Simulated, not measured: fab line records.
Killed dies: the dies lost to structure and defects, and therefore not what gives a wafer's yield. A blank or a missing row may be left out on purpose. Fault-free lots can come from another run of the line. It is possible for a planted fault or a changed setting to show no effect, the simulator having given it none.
Matching of chambers -- flow n5 finfet -- N5_BEOL_M5_ILD_DEP_00 on pecvd-01 has 3 sister chambers
The step deposits SiCOH lowk from DEMS/porogen, target thk 140.64 nm, time 25.9 s. 3 wafers are shown with their chamber, then 7 later ones without.

WAFERS PAIRED WITH THEIR CHAMBERS
wafer,chamber,throttle valve pct (%)
L083.3,0,13.7
L090.1,1,16.0
L090.2,2,13.6

WAFERS WITH NO CHAMBER GIVEN
wafer,throttle valve pct (%)
L090.4,15.5
L093.1,15.8
L093.2,13.3
L093.5,15.7
L094.1,14.1
L094.3,13.3
L094.5,13.7

CHAMBER TAKEN BY EACH
wafer,from the rows above,in truth
L090.4,1,1
L093.1,1,1
L093.2,can't be placed: 2 or 0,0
L093.5,1,1
L094.1,can't be placed: 0 or 2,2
L094.3,can't be placed: 2 or 0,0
L094.5,can't be placed: 0 or 2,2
Correctly placed: 3 of 7. These rows do not allow placing 4 (true chamber among the candidates in 4). Placed wrongly: 0.
How it was worked out, from the rows above alone: a wafer's distance from a chamber is the root of the sum, over the readings, of the square of ((its reading less the chamber's mean) divided by the reading's scatter). If the next closest chamber is less than 2 further off than the closest, the wafer can't be placed; otherwise it belongs to the closest. A chamber's mean is the mean of its shown wafers. The scatter: root of mean squared gap, hidden wafer to nearest shown wafer, with one shown wafer a chamber.
